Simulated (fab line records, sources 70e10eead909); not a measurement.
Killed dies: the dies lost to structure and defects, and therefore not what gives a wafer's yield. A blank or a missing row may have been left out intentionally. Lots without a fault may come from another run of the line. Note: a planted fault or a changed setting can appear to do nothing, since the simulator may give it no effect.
Which of the tools did it? || flow nand-harc || Sampling: 13 lots, 39 wafers, 4 of 1159 route steps

## WHAT EACH GAUGE READ, for each wafer
No reading from a measuring or inspecting step in the record can be judged against a usual standard deviation.

## WHICH TOOL RAN EACH LOT (tool, then ch and the chambers of the sampled wafers, then the start)
{"lot": "L112", "NHARC_A_STAIRCASE_ETCH_223": "rie-diel-03 ch 0,3, day 11 02:28 or earlier", "NHARC_A_STAIRCASE_ETCH_230": "rie-diel-02 ch 0,3, day 11 02:28", "NHARC_A_STAIRCASE_ETCH_232": "rie-diel-02 ch 0,1,2, no start", "NHARC_A_STAIRCASE_TRIM_233": "rie-diel-02 ch 0,2,3, no start"}
{"lot": "L115", "NHARC_A_STAIRCASE_ETCH_223": "rie-diel-03 ch 0,1,3, day 11 18:53 or earlier", "NHARC_A_STAIRCASE_ETCH_230": "rie-diel-03 ch 0,1,3, day 11 18:53", "NHARC_A_STAIRCASE_ETCH_232": "rie-diel-03 ch 0,1,2, no start", "NHARC_A_STAIRCASE_TRIM_233": "rie-diel-03 ch 0,3, no start"}
{"lot": "L119", "NHARC_A_STAIRCASE_ETCH_223": "rie-diel-03 ch 0,2,3, day 12 11:49 or earlier", "NHARC_A_STAIRCASE_ETCH_230": "rie-diel-03 ch 0,1,2, day 12 11:49", "NHARC_A_STAIRCASE_ETCH_232": "rie-diel-03 ch 0,1,3, no start", "NHARC_A_STAIRCASE_TRIM_233": "rie-diel-03 ch 1,2,3, no start"}
{"lot": "L121", "NHARC_A_STAIRCASE_ETCH_223": "rie-diel-03 ch 1,2,3, day 13 05:14 or earlier", "NHARC_A_STAIRCASE_ETCH_230": "rie-diel-03 ch 2,3, day 13 05:14", "NHARC_A_STAIRCASE_ETCH_232": "rie-diel-03 ch 1,3, no start", "NHARC_A_STAIRCASE_TRIM_233": "rie-diel-03 ch 0,2,3, no start"}
{"lot": "L120", "NHARC_A_STAIRCASE_ETCH_223": "rie-diel-02 ch 0,1,3, day 13 07:25 or earlier", "NHARC_A_STAIRCASE_ETCH_230": "rie-diel-03 ch 0,1,2, day 13 07:25", "NHARC_A_STAIRCASE_ETCH_232": "rie-diel-03 ch 2,3, no start", "NHARC_A_STAIRCASE_TRIM_233": "rie-diel-03 ch 1,2,3, no start"}
{"lot": "L122", "NHARC_A_STAIRCASE_ETCH_223": "rie-diel-03 ch 1,2,3, day 13 23:33 or earlier", "NHARC_A_STAIRCASE_ETCH_230": "rie-diel-03 ch 1,2,3, day 13 23:33", "NHARC_A_STAIRCASE_ETCH_232": "rie-diel-03 ch 1,2,3, no start", "NHARC_A_STAIRCASE_TRIM_233": "rie-diel-03 ch 1,2,3, no start"}
{"lot": "L123", "NHARC_A_STAIRCASE_ETCH_223": "rie-diel-09 ch 0,2, day 14 09:28 or earlier", "NHARC_A_STAIRCASE_ETCH_230": "rie-diel-02 ch 1,3, day 14 09:28", "NHARC_A_STAIRCASE_ETCH_232": "rie-diel-02 ch 0,1,2, no start", "NHARC_A_STAIRCASE_TRIM_233": "rie-diel-02 ch 0,1,2, no start"}
{"lot": "L124", "NHARC_A_STAIRCASE_ETCH_223": "rie-diel-03 ch 0,1,3, day 14 09:42 or earlier", "NHARC_A_STAIRCASE_ETCH_230": "rie-diel-03 ch 0,1,2, day 14 09:42", "NHARC_A_STAIRCASE_ETCH_232": "rie-diel-03 ch 1,2,3, no start", "NHARC_A_STAIRCASE_TRIM_233": "rie-diel-03 ch 0,1,3, no start"}
{"lot": "L126", "NHARC_A_STAIRCASE_ETCH_223": "rie-diel-02 ch 0,1,3, day 14 16:42 or earlier", "NHARC_A_STAIRCASE_ETCH_230": "rie-diel-03 ch 0,3, day 14 16:42", "NHARC_A_STAIRCASE_ETCH_232": "rie-diel-03 ch 0,1, no start", "NHARC_A_STAIRCASE_TRIM_233": "rie-diel-03 ch 0,1,2, no start"}
{"lot": "L125", "NHARC_A_STAIRCASE_ETCH_223": "rie-diel-09 ch 0,1,2, day 14 18:54 or earlier", "NHARC_A_STAIRCASE_ETCH_230": "rie-diel-03 ch 1,2, day 14 18:54", "NHARC_A_STAIRCASE_ETCH_232": "rie-diel-03 ch 2,3, no start", "NHARC_A_STAIRCASE_TRIM_233": "rie-diel-03 ch 0,1, no start"}
{"lot": "L129", "NHARC_A_STAIRCASE_ETCH_223": "rie-diel-03 ch 0,1,2, day 15 12:16 or earlier", "NHARC_A_STAIRCASE_ETCH_230": "rie-diel-03 ch 0,1,2, day 15 12:16", "NHARC_A_STAIRCASE_ETCH_232": "rie-diel-03 ch 2,3, no start", "NHARC_A_STAIRCASE_TRIM_233": "rie-diel-03 ch 1,3, no start"}
{"lot": "L131", "NHARC_A_STAIRCASE_ETCH_223": "rie-diel-09 ch 0,1,3, day 15 17:34 or earlier", "NHARC_A_STAIRCASE_ETCH_230": "rie-diel-03 ch 1,2,3, day 15 17:34", "NHARC_A_STAIRCASE_ETCH_232": "rie-diel-03 ch 0,3, no start", "NHARC_A_STAIRCASE_TRIM_233": "rie-diel-03 ch 0,1,3, no start"}
{"lot": "L135", "NHARC_A_STAIRCASE_ETCH_223": "rie-diel-09 ch 0,2,3, day 17 06:39 or earlier", "NHARC_A_STAIRCASE_ETCH_230": "rie-diel-09 ch 0,2, day 17 06:39", "NHARC_A_STAIRCASE_ETCH_232": "rie-diel-09 ch 2,3, no start", "NHARC_A_STAIRCASE_TRIM_233": "rie-diel-09 ch 1,2, no start"}
- NHARC_A_STAIRCASE_ETCH_223: etches the open film in C4F8/O2, target depth 100 nm, time 40.5 s.
- NHARC_A_STAIRCASE_ETCH_230: etches the open film in C4F8/O2, target depth 100 nm, time 40.5 s.
- NHARC_A_STAIRCASE_ETCH_232: etches the open film in C4F8/O2, target depth 100 nm, time 40.5 s.
- NHARC_A_STAIRCASE_TRIM_233: chemistry O2, time 211.2 s.

## WHAT THE TOOLS THEMSELVES READ (means of the sampled wafers that have a number; where no wafer has one, the mark that the record gives instead)
NHARC_A_STAIRCASE_ETCH_223. Usual: oes-product-au 0.944 a.u., standard deviation 0.014; rf-fwd-power-W 593.4 W, standard deviation 2.5; rf-vpp-V 895 V, standard deviation 6.8.
{"lot": "L112", "tool": "rie-diel-03", "oes-product-au (a.u.)": 0.950, "rf-fwd-power-W (W)": 591.2, "rf-vpp-V (V)": 890, "flag": ""}
{"lot": "L115", "tool": "rie-diel-03", "oes-product-au (a.u.)": 0.960, "rf-fwd-power-W (W)": 592.3, "rf-vpp-V (V)": 890, "flag": ""}
{"lot": "L119", "tool": "rie-diel-03", "oes-product-au (a.u.)": 0.941, "rf-fwd-power-W (W)": 593.5, "rf-vpp-V (V)": 896, "flag": ""}
{"lot": "L121", "tool": "rie-diel-03", "oes-product-au (a.u.)": 0.953, "rf-fwd-power-W (W)": 592.5, "rf-vpp-V (V)": 894, "flag": ""}
{"lot": "L120", "tool": "rie-diel-02", "oes-product-au (a.u.)": 0.930, "rf-fwd-power-W (W)": 593.1, "rf-vpp-V (V)": 893, "flag": ""}
{"lot": "L122", "tool": "rie-diel-03", "oes-product-au (a.u.)": 0.951, "rf-fwd-power-W (W)": 591.9, "rf-vpp-V (V)": 893, "flag": ""}
{"lot": "L123", "tool": "rie-diel-09", "oes-product-au (a.u.)": 0.954, "rf-fwd-power-W (W)": 593.8, "rf-vpp-V (V)": 895, "flag": ""}
{"lot": "L124", "tool": "rie-diel-03", "oes-product-au (a.u.)": 0.942, "rf-fwd-power-W (W)": 593.2, "rf-vpp-V (V)": 888, "flag": ""}
{"lot": "L126", "tool": "rie-diel-02", "oes-product-au (a.u.)": 0.945, "rf-fwd-power-W (W)": 594.6, "rf-vpp-V (V)": 894, "flag": ""}
{"lot": "L125", "tool": "rie-diel-09", "oes-product-au (a.u.)": 0.949, "rf-fwd-power-W (W)": 593.4, "rf-vpp-V (V)": 896, "flag": ""}
{"lot": "L129", "tool": "rie-diel-03", "oes-product-au (a.u.)": 0.938, "rf-fwd-power-W (W)": 594.3, "rf-vpp-V (V)": 894, "flag": ""}
{"lot": "L131", "tool": "rie-diel-09", "oes-product-au (a.u.)": 0.960, "rf-fwd-power-W (W)": 591.2, "rf-vpp-V (V)": 899, "flag": ""}
{"lot": "L135", "tool": "rie-diel-09", "oes-product-au (a.u.)": 0.937, "rf-fwd-power-W (W)": 592.1, "rf-vpp-V (V)": 897, "flag": ""}

NHARC_A_STAIRCASE_ETCH_230. Usual: oes-product-au 0.951 a.u., standard deviation 0.018; rf-fwd-power-W 593 W, standard deviation 3; rf-vpp-V 894 V, standard deviation 7.
{"lot": "L112", "tool": "rie-diel-02", "oes-product-au (a.u.)": 0.985, "rf-fwd-power-W (W)": 595, "rf-vpp-V (V)": 894, "flag": ""}
{"lot": "L115", "tool": "rie-diel-03", "oes-product-au (a.u.)": 0.947, "rf-fwd-power-W (W)": 592, "rf-vpp-V (V)": 889, "flag": ""}
{"lot": "L119", "tool": "rie-diel-03", "oes-product-au (a.u.)": 0.945, "rf-fwd-power-W (W)": 595, "rf-vpp-V (V)": 895, "flag": ""}
{"lot": "L121", "tool": "rie-diel-03", "oes-product-au (a.u.)": 0.941, "rf-fwd-power-W (W)": 594, "rf-vpp-V (V)": 900, "flag": ""}
{"lot": "L120", "tool": "rie-diel-03", "oes-product-au (a.u.)": 0.974, "rf-fwd-power-W (W)": 597, "rf-vpp-V (V)": 895, "flag": ""}
{"lot": "L122", "tool": "rie-diel-03", "oes-product-au (a.u.)": 0.949, "rf-fwd-power-W (W)": 593, "rf-vpp-V (V)": 894, "flag": ""}
{"lot": "L123", "tool": "rie-diel-02", "oes-product-au (a.u.)": 0.946, "rf-fwd-power-W (W)": 596, "rf-vpp-V (V)": 892, "flag": ""}
{"lot": "L124", "tool": "rie-diel-03", "oes-product-au (a.u.)": 0.949, "rf-fwd-power-W (W)": 593, "rf-vpp-V (V)": 894, "flag": ""}
{"lot": "L126", "tool": "rie-diel-03", "oes-product-au (a.u.)": 0.942, "rf-fwd-power-W (W)": 592, "rf-vpp-V (V)": 890, "flag": ""}
{"lot": "L125", "tool": "rie-diel-03", "oes-product-au (a.u.)": 0.928, "rf-fwd-power-W (W)": 597, "rf-vpp-V (V)": 892, "flag": ""}
{"lot": "L129", "tool": "rie-diel-03", "oes-product-au (a.u.)": 0.953, "rf-fwd-power-W (W)": 595, "rf-vpp-V (V)": 894, "flag": ""}
{"lot": "L131", "tool": "rie-diel-03", "oes-product-au (a.u.)": 1.026, "rf-fwd-power-W (W)": 674, "rf-vpp-V (V)": 892, "flag": "OFF"}
{"lot": "L135", "tool": "rie-diel-09", "oes-product-au (a.u.)": 0.953, "rf-fwd-power-W (W)": 593, "rf-vpp-V (V)": 892, "flag": ""}

NHARC_A_STAIRCASE_ETCH_232. Usual: oes-product-au 0.946 a.u., standard deviation 0.013; rf-fwd-power-W 593.1 W, standard deviation 2.8; rf-vpp-V 895 V, standard deviation 7.
{"lot": "L112", "tool": "rie-diel-02", "oes-product-au (a.u.)": 0.950, "rf-fwd-power-W (W)": 595.2, "rf-vpp-V (V)": 899, "flag": ""}
{"lot": "L115", "tool": "rie-diel-03", "oes-product-au (a.u.)": 0.957, "rf-fwd-power-W (W)": 592.8, "rf-vpp-V (V)": 895, "flag": ""}
{"lot": "L119", "tool": "rie-diel-03", "oes-product-au (a.u.)": 0.939, "rf-fwd-power-W (W)": 590.6, "rf-vpp-V (V)": 890, "flag": ""}
{"lot": "L121", "tool": "rie-diel-03", "oes-product-au (a.u.)": 0.951, "rf-fwd-power-W (W)": 592.5, "rf-vpp-V (V)": 888, "flag": ""}
{"lot": "L120", "tool": "rie-diel-03", "oes-product-au (a.u.)": 0.949, "rf-fwd-power-W (W)": 595.2, "rf-vpp-V (V)": 899, "flag": ""}
{"lot": "L122", "tool": "rie-diel-03", "oes-product-au (a.u.)": 0.948, "rf-fwd-power-W (W)": 591.2, "rf-vpp-V (V)": 893, "flag": ""}
{"lot": "L123", "tool": "rie-diel-02", "oes-product-au (a.u.)": 0.940, "rf-fwd-power-W (W)": 595.6, "rf-vpp-V (V)": 899, "flag": ""}
{"lot": "L124", "tool": "rie-diel-03", "oes-product-au (a.u.)": 0.922, "rf-fwd-power-W (W)": 591.1, "rf-vpp-V (V)": 894, "flag": ""}
{"lot": "L126", "tool": "rie-diel-03", "oes-product-au (a.u.)": 0.948, "rf-fwd-power-W (W)": 592.8, "rf-vpp-V (V)": 890, "flag": ""}
{"lot": "L125", "tool": "rie-diel-03", "oes-product-au (a.u.)": 0.933, "rf-fwd-power-W (W)": 594.9, "rf-vpp-V (V)": 899, "flag": ""}
{"lot": "L129", "tool": "rie-diel-03", "oes-product-au (a.u.)": 0.941, "rf-fwd-power-W (W)": 594.2, "rf-vpp-V (V)": 899, "flag": ""}
{"lot": "L131", "tool": "rie-diel-03", "oes-product-au (a.u.)": 0.954, "rf-fwd-power-W (W)": 592.4, "rf-vpp-V (V)": 890, "flag": ""}
{"lot": "L135", "tool": "rie-diel-09", "oes-product-au (a.u.)": 0.945, "rf-fwd-power-W (W)": 592.2, "rf-vpp-V (V)": 898, "flag": ""}

NHARC_A_STAIRCASE_TRIM_233. Usual: drypump-motor-current-A 5.6 A, standard deviation 0.34; oes-product-au 1.004 a.u., standard deviation 0.01; rf-vpp-V 57.7 V, standard deviation 0.95; showerhead-plenum-p-Torr 3.51 Torr, standard deviation 0.2; throttle-valve-pct 17.036 %, standard deviation 0.0088.
{"lot": "L112", "tool": "rie-diel-02", "drypump-motor-current-A (A)": 5.8, "oes-product-au (a.u.)": 1.000, "rf-vpp-V (V)": 58.3, "showerhead-plenum-p-Torr (Torr)": 3.56, "throttle-valve-pct (%)": 17.038, "flag": ""}
{"lot": "L115", "tool": "rie-diel-03", "drypump-motor-current-A (A)": 5.9, "oes-product-au (a.u.)": 1.000, "rf-vpp-V (V)": 57.2, "showerhead-plenum-p-Torr (Torr)": 3.36, "throttle-valve-pct (%)": 17.041, "flag": ""}
{"lot": "L119", "tool": "rie-diel-03", "drypump-motor-current-A (A)": 5.7, "oes-product-au (a.u.)": 1.003, "rf-vpp-V (V)": 57.8, "showerhead-plenum-p-Torr (Torr)": 3.47, "throttle-valve-pct (%)": 17.032, "flag": ""}
{"lot": "L121", "tool": "rie-diel-03", "drypump-motor-current-A (A)": 5.6, "oes-product-au (a.u.)": 1.020, "rf-vpp-V (V)": 57.1, "showerhead-plenum-p-Torr (Torr)": 3.50, "throttle-valve-pct (%)": 17.032, "flag": ""}
{"lot": "L120", "tool": "rie-diel-03", "drypump-motor-current-A (A)": 5.7, "oes-product-au (a.u.)": 1.010, "rf-vpp-V (V)": 57.1, "showerhead-plenum-p-Torr (Torr)": 3.47, "throttle-valve-pct (%)": 17.045, "flag": ""}
{"lot": "L122", "tool": "rie-diel-03", "drypump-motor-current-A (A)": 5.7, "oes-product-au (a.u.)": 1.007, "rf-vpp-V (V)": 57.5, "showerhead-plenum-p-Torr (Torr)": 3.47, "throttle-valve-pct (%)": 17.032, "flag": ""}
{"lot": "L123", "tool": "rie-diel-02", "drypump-motor-current-A (A)": 5.8, "oes-product-au (a.u.)": 1.002, "rf-vpp-V (V)": 58.7, "showerhead-plenum-p-Torr (Torr)": 3.62, "throttle-valve-pct (%)": 17.041, "flag": ""}
{"lot": "L124", "tool": "rie-diel-03", "drypump-motor-current-A (A)": 5.7, "oes-product-au (a.u.)": 1.012, "rf-vpp-V (V)": 57.5, "showerhead-plenum-p-Torr (Torr)": 3.33, "throttle-valve-pct (%)": 17.034, "flag": ""}
{"lot": "L126", "tool": "rie-diel-03", "drypump-motor-current-A (A)": 5.4, "oes-product-au (a.u.)": 1.004, "rf-vpp-V (V)": 57.8, "showerhead-plenum-p-Torr (Torr)": 3.49, "throttle-valve-pct (%)": 17.033, "flag": ""}
{"lot": "L125", "tool": "rie-diel-03", "drypump-motor-current-A (A)": 5.5, "oes-product-au (a.u.)": 1.010, "rf-vpp-V (V)": 57.3, "showerhead-plenum-p-Torr (Torr)": 3.32, "throttle-valve-pct (%)": 17.031, "flag": ""}
{"lot": "L129", "tool": "rie-diel-03", "drypump-motor-current-A (A)": 5.9, "oes-product-au (a.u.)": 0.995, "rf-vpp-V (V)": 56.8, "showerhead-plenum-p-Torr (Torr)": 3.29, "throttle-valve-pct (%)": 17.035, "flag": ""}
{"lot": "L131", "tool": "rie-diel-03", "drypump-motor-current-A (A)": 5.7, "oes-product-au (a.u.)": 1.001, "rf-vpp-V (V)": 55.9, "showerhead-plenum-p-Torr (Torr)": 3.33, "throttle-valve-pct (%)": 17.035, "flag": ""}
{"lot": "L135", "tool": "rie-diel-09", "drypump-motor-current-A (A)": 5.5, "oes-product-au (a.u.)": 1.006, "rf-vpp-V (V)": 57.8, "showerhead-plenum-p-Torr (Torr)": 3.58, "throttle-valve-pct (%)": 17.028, "flag": ""}

## THE ANSWER, worked out from the rows above alone
Rule: a lot is off if the mean of its wafers that have a number lies more than 3 standard deviations from the usual mean. A lot without any number at a reading at which 4 lots or more have one is off too. Any other lot the step has rows for is counted as sound. After the gauges, taken in route order, come the tools' own readings; for these a lot's mean is taken, as printed above. The first step at which some lot is off is used, and at that step the reading that is off furthest; a lot without a number counts as furthest.
Off: L131, at NHARC_A_STAIRCASE_ETCH_230 (rf-fwd-power-W).
If a tool, at that step or one of the process steps before it, ran each lot that is off and ran no sound lot following the first of them, it fits. NHARC_A_STAIRCASE_ETCH_223 gives no start for some lots, so the hours and the order of its lots are those of NHARC_A_STAIRCASE_ETCH_230. One candidate fits, namely rie-diel-03 at NHARC_A_STAIRCASE_ETCH_230. A fault onset in the window from L129 (day 15 12:16, its last sound lot) to L131 (day 15 17:34, its first lot off) fits.
The tool's own readings at NHARC_A_STAIRCASE_ETCH_230 bear it out: on the lots that are off they differ by more than 5 times the standard deviation of the sound lots' means. oes-product-au reads 1.026 a.u. there against 0.951 a.u. on the sound lots; rf-fwd-power-W reads 674 W there against 594 W on the sound lots.

## WHAT THE SIMULATOR PUT IN
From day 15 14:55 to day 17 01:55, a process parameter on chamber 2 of rie-diel-03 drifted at NHARC_A_STAIRCASE_ETCH_230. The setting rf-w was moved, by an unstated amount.
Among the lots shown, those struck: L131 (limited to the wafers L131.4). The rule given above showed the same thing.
